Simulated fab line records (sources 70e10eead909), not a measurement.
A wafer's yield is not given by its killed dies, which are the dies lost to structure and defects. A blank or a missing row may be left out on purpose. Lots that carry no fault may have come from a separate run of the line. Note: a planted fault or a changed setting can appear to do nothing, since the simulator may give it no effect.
A lot that was struck, set against a sound lot :: flow nand_harc :: 14 out of 1159 route steps
Sound: wafers L330.1, L330.4, L330.5. Struck: wafers L328.2, L328.4 (left out: L328.3, a lot-mate that was not struck); the cause follows at the end.
Per side, at each step with rows, come the tool, then ch with its chambers, and then its first start. Under that, the readings that differ: sound wafers :: struck wafers :: difference of the means :: sigmas: that difference in standard deviations of wafers without a fault.
alike: readings whose means differ by less than 2 such deviations, and words and numbers that are the same on both sides. not compared: withheld readings, readings that some wafer has no value for, bounds like >300 that may hide the same value, and numbers for which the record gives no deviation and whose values overlap.
Wherever a step has rows on one side only, a row that says differs or no value, or a row with sigmas, the two part there. When numbers do not overlap yet have no deviation, they are printed without sigmas and do not part them. A reading missing from all wafers of one side parts the sides only when that side holds two or more wafers.

NHARC_A_CONTACT_INSPECT_10:
  sound: defect_inspect-01 at day 20 10:15; struck: defect_inspect-02 at day 19 20:10
  alike: raw_defect_count
then, 2 steps without rows for these wafers: NHARC_A_CONTACT_DESCUM_13 (chemistry O2, time 3 s); NHARC_A_CONTACT_ETCH_88 (etches the open film in CF4, target depth 39 nm, time 65 s).
NHARC_A_CONTACT_ETCH_89: etches the open film in N2/H2, target depth 260 nm, time 475.3 s.
  sound on rie_diel-09 ch 1,2; struck on rie_diel-08 ch 1,2
reading: rf_fwd_power_W (W)
sound: 399.7 398.7 402.0
struck: 396.4 398.0
difference: -2.9
sigmas: -2
  alike: bias_w, chamber_pressure_mTorr, drypump_motor_current_A, oes_product_au, rf_vpp_V, run_length_s, showerhead_plenum_p_Torr, throttle_valve_pct
  not compared: rf_hours_counter_h
NHARC_A_CONTACT_ETCH_30: etches the open film in CF4/CHF3, target depth 60.5 nm, time 30.2 s.
  sound on rie_diel-09 ch 0,1,2; struck on rie_diel-08 ch 0,2
  alike: bias_w, chamber_pressure_mTorr, drypump_motor_current_A, oes_product_au, rf_fwd_power_W, rf_vpp_V, run_length_s, showerhead_plenum_p_Torr, throttle_valve_pct
  not compared: rf_hours_counter_h
then, 3 steps without rows for these wafers: NHARC_A_CONTACT_ETCH_31 (etches the open film in O2/COS, target depth 2000 nm, time 520 s); NHARC_A_CONTACT_ETCH_134 (etches the open film in C4F8/O2/Ar, time 140 s, target depth 700 nm); NHARC_A_CONTACT_ETCH_135 (etches the open film in C4F8/O2/Ar, time 132 s, target depth 1287 nm).
NHARC_A_CONTACT_ETCH_136: etches the open film in C4F8/O2/Ar, time 132 s, target depth 1287 nm.
  sound on har_cap_etch-03 ch 0,1, day 20 11:44; struck on har_cap_etch-01 ch 0,1, day 19 21:44
  alike: chamber_pressure_mTorr
  not compared: rf_hours_counter_h, run_length_s
NHARC_A_CONTACT_ETCH_137: etches the open film in C4F8/O2/Ar, time 132 s, target depth 1287 nm.
  sound on har_cap_etch-03 ch 0,1, day 20 11:55; struck on har_cap_etch-01 ch 0,1, day 19 21:52
  alike: chamber_pressure_mTorr
  not compared: rf_hours_counter_h, run_length_s
NHARC_A_CONTACT_ETCH_138: etches the open film in C4F8/O2/Ar, time 132 s, target depth 1289 nm.
  sound on har_cap_etch-03 ch 0,1, day 20 12:04; struck on har_cap_etch-01 ch 0,1, day 19 21:59
  alike: chamber_pressure_mTorr
  not compared: rf_hours_counter_h, run_length_s
then, 1 step without rows for these wafers: NHARC_A_CONTACT_ETCH_139 (etches the open film in C4F8/O2/Ar, time 137 s, target depth 590 nm).
NHARC_A_CONTACT_ETCH_92: etches the open film in CH3F/O2, target depth 40 nm, time 85.7 s.
  sound on rie_diel-09 ch 0,1,2, day 20 12:43; struck on rie_diel-08 ch 1,2, day 19 22:29
  no value came back on the struck wafers for bias_w (W), rf_fwd_power_W (W); on the sound wafers bias_w (W) reads 99.90 100.22 99.98
reading: run_length_s (s)
sound: 107.2 105.9 106.9
struck: 76.8 77.1
difference: -29.7
sigmas: -63
  alike: ch3f_flow_sccm, chamber_pressure_mTorr, drypump_motor_current_A, oes_product_au, rf_vpp_V, showerhead_plenum_p_Torr, throttle_valve_pct
  not compared: rf_hours_counter_h
then, 1 step without rows for these wafers: NHARC_A_CONTACT_ETCH_98 (etches the open film in C4F6/O2, target depth 20 nm, time 10 s).

## WHERE THEY PART
Last at NHARC_A_CONTACT_ETCH_92 as far as this record goes, first at NHARC_A_CONTACT_ETCH_89.

WHY: whatever the simulator had introduced
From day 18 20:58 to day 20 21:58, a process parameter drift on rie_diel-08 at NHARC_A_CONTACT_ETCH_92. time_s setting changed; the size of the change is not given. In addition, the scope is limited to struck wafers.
